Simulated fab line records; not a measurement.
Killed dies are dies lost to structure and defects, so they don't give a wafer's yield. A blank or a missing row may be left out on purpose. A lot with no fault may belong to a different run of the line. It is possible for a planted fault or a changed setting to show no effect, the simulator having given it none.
Chamber matching + flow n5 finfet + rie diel-02 running N5_BEOL_M11_DESCUM_33: 4 sister chambers
The step chemistry O2, time 7.9 s. 24 wafers are shown with their chamber, then 12 later ones without.

## WAFERS, EACH WITH ITS CHAMBER
| wafer  | chamber | drypump motor current A (A) | throttle valve pct (%) | showerhead plenum p Torr (Torr) |
|--------|---------|-----------------------------|------------------------|---------------------------------|
| L076.2 | 2       | 6.4                         | 20.38                  | 2.04                            |
| L076.5 | 2       | 6.5                         | 20.36                  | 2.04                            |
| L076.6 | 3       | 6.2                         | 20.58                  | 1.98                            |
| L075.1 | 1       | 5.2                         | 20.80                  | 1.98                            |
| L075.2 | 2       | 6.3                         | 20.39                  | 2.04                            |
| L075.5 | 1       | 5.2                         | 20.80                  | 1.98                            |
| L077.1 | 2       | 6.4                         | 20.38                  | 2.04                            |
| L077.5 | 2       | 6.4                         | 20.38                  | 2.04                            |
| L077.6 | 3       | 6.2                         | 20.60                  | 1.98                            |
| L081.2 | 3       | 6.2                         | 20.59                  | 1.98                            |
| L081.4 | 1       | 5.2                         | 20.81                  | 1.97                            |
| L081.5 | 0       | 5.6                         | 20.24                  | 2.04                            |
| L082.1 | 2       | 6.4                         | 20.41                  | 2.03                            |
| L082.2 | 3       | 6.2                         | 20.63                  | 1.98                            |
| L082.5 | 3       | 6.2                         | 20.62                  | 1.98                            |
| L083.3 | 3       | 6.2                         | 20.63                  | 1.98                            |
| L083.5 | 0       | 5.6                         | 20.24                  | 2.04                            |
| L083.6 | 3       | 6.2                         | 20.62                  | 1.98                            |
| L084.2 | 2       | 6.4                         | 20.40                  | 2.03                            |
| L084.4 | 1       | 5.2                         | 20.81                  | 1.97                            |
| L084.6 | 3       | 6.2                         | 20.62                  | 1.98                            |
| L085.3 | 2       | 6.4                         | 20.40                  | 2.03                            |
| L085.4 | 1       | 5.2                         | 20.82                  | 1.97                            |
| L085.5 | 2       | 6.5                         | 20.40                  | 2.03                            |

SIGNATURES (means of the wafers above)
| reading                  | chamber 0 | chamber 1 | chamber 2 | chamber 3 | scatter within a chamber |
|--------------------------|-----------|-----------|-----------|-----------|--------------------------|
| drypump motor current A  | 5.600     | 5.200     | 6.411     | 6.200     | 0.038                    |
| throttle valve pct       | 20.2400   | 20.8080   | 20.3889   | 20.6112   | 0.0153                   |
| showerhead plenum p Torr | 2.0400    | 1.9740    | 2.0356    | 1.9800    | 0.00414                  |
Rule: for each reading, subtract the chamber's mean from the wafer's reading, divide by that reading's scatter and square the result; add these up over the readings and take the root, which gives the wafer's distance from the chamber. If the next closest chamber is less than 2 further off than the closest, the wafer can't be placed; otherwise it belongs to the closest. How the scatter is found: for the shown wafers, subtract from each reading the mean of its chamber, square and add these, divide the total by (wafers less chambers), then take the root.

## WAFERS MISSING THEIR CHAMBER
| wafer  | drypump motor current A (A) | throttle valve pct (%) | showerhead plenum p Torr (Torr) |
|--------|-----------------------------|------------------------|---------------------------------|
| L087.1 | 5.6                         | 20.26                  | 2.03                            |
| L087.2 | 5.2                         | 20.81                  | 1.97                            |
| L087.3 | 6.4                         | 20.42                  | 2.03                            |
| L090.3 | 6.4                         | 20.42                  | 2.03                            |
| L090.4 | 6.2                         | 20.20                  | 2.24                            |
| L090.6 | 6.4                         | 20.43                  | 2.03                            |
| L092.4 | 5.6                         | 20.29                  | 2.03                            |
| L092.5 | 5.2                         | 20.31                  | 2.23                            |
| L092.6 | 5.6                         | 20.30                  | 2.03                            |
| L095.2 | 5.2                         | 20.34                  | 2.23                            |
| L095.3 | 5.6                         | 20.30                  | 2.02                            |
| L095.4 | 6.4                         | 20.45                  | 2.02                            |

## WHICH CHAMBER EACH WENT THROUGH
| wafer  | from the rows above     | in truth                   |
|--------|-------------------------|----------------------------|
| L087.1 | 0                       | 0                          |
| L087.2 | 1                       | 1                          |
| L087.3 | 2                       | 2                          |
| L090.3 | 2                       | 2                          |
| L090.4 | can't be placed: 0 or 2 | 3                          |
| L090.6 | 2                       | 2                          |
| L092.4 | 0                       | 0                          |
| L092.5 | 0                       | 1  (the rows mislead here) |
| L092.6 | 0                       | 0                          |
| L095.2 | 0                       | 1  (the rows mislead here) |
| L095.3 | 0                       | 0                          |
| L095.4 | 2                       | 2                          |
Correct placement for 9 of the 12. From these rows, 1 cannot be placed; in 0 the true chamber is one of the candidates. 2 placed wrongly.
